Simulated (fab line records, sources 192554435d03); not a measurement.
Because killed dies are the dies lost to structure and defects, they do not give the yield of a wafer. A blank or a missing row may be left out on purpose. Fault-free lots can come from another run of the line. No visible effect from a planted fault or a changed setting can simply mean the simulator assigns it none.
Matching of chambers + flow n5 finfet + N5_BEOL_M5_ETCH_61 on rie diel-03: 4 sister chambers
The step etches SiARC in CF4, target depth 15.6 nm, time 26 s. 14 wafers are shown with their chamber, then 7 later ones without.

EACH WAFER AND ITS CHAMBER
| wafer  | chamber | drypump motor current A (A) | etch rf on time s (s) | oes product au (a.u.) |
|--------|---------|-----------------------------|-----------------------|-----------------------|
| L075.1 | 1       | 5.9                         | 25.3                  | 0.60                  |
| L075.4 | 1       | 5.9                         | 25.6                  | 0.60                  |
| L075.5 | 2       | 6.0                         | 25.9                  | 0.59                  |
| L077.2 | 3       | 6.5                         | 27.1                  | 0.62                  |
| L077.3 | 2       | 6.0                         | 26.6                  | 0.59                  |
| L077.6 | 3       | 6.5                         | 27.5                  | 0.61                  |
| L085.2 | 3       | 6.5                         | 27.0                  | 0.61                  |
| L085.3 | 0       | 5.2                         | 24.6                  | 0.76                  |
| L085.6 | 1       | 5.9                         | 26.1                  | 0.82                  |
| L086.3 | 3       | 6.4                         | 26.8                  | 0.62                  |
| L086.5 | 2       | 6.0                         | 26.0                  | 0.58                  |
| L086.6 | 1       | 5.9                         | 25.7                  | 0.83                  |
| L089.1 | 0       | 5.2                         | 24.3                  | 0.74                  |
| L089.2 | 2       | 6.0                         | 26.3                  | 0.57                  |

SIGNATURES, as means of the wafers listed above
| reading                 | chamber 0 | chamber 1 | chamber 2 | chamber 3 | scatter within a chamber |
|-------------------------|-----------|-----------|-----------|-----------|--------------------------|
| drypump motor current A | 5.200     | 5.900     | 6.000     | 6.475     | 0.0274                   |
| etch rf on time s       | 24.450    | 25.675    | 26.200    | 27.100    | 0.305                    |
| oes product au          | 0.7500    | 0.7125    | 0.5825    | 0.6150    | 0.0716                   |
Rule: distance of a wafer from a chamber = root of the sum over the readings of ((wafer's reading minus chamber's mean) / reading's scatter) squared. If the next closest chamber is less than 2 further off than the closest, the wafer can't be placed; otherwise it belongs to the closest. The scatter: take each reading less its chamber's mean, square it, sum over the shown wafers, divide by the number of wafers less the number of chambers, and take the root.

WAFERS WITHOUT THEIR CHAMBER
| wafer  | drypump motor current A (A) | etch rf on time s (s) | oes product au (a.u.) |
|--------|-----------------------------|-----------------------|-----------------------|
| L089.5 | 6.5                         | 27.3                  | 0.61                  |
| L094.1 | 5.9                         | 25.3                  | 0.78                  |
| L094.3 | 5.9                         | 25.5                  | 0.83                  |
| L094.4 | 6.4                         | 26.9                  | 0.60                  |
| L096.1 | 5.9                         | 25.6                  | 0.78                  |
| L096.5 | 6.0                         | 25.7                  | 0.83                  |
| L096.6 | 6.4                         | 27.1                  | 0.59                  |

CHAMBER TAKEN BY EACH
| wafer  | from the rows above     | in truth                   |
|--------|-------------------------|----------------------------|
| L089.5 | 3                       | 3                          |
| L094.1 | 1                       | 1                          |
| L094.3 | 1                       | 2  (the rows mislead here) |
| L094.4 | 3                       | 3                          |
| L096.1 | 1                       | 1                          |
| L096.5 | can't be placed: 2 or 1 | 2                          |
| L096.6 | 3                       | 3                          |
5 of 7 placed correctly. Unplaceable from these rows: 1, with the true chamber sitting among the candidates in 1. Placed wrongly: 1.
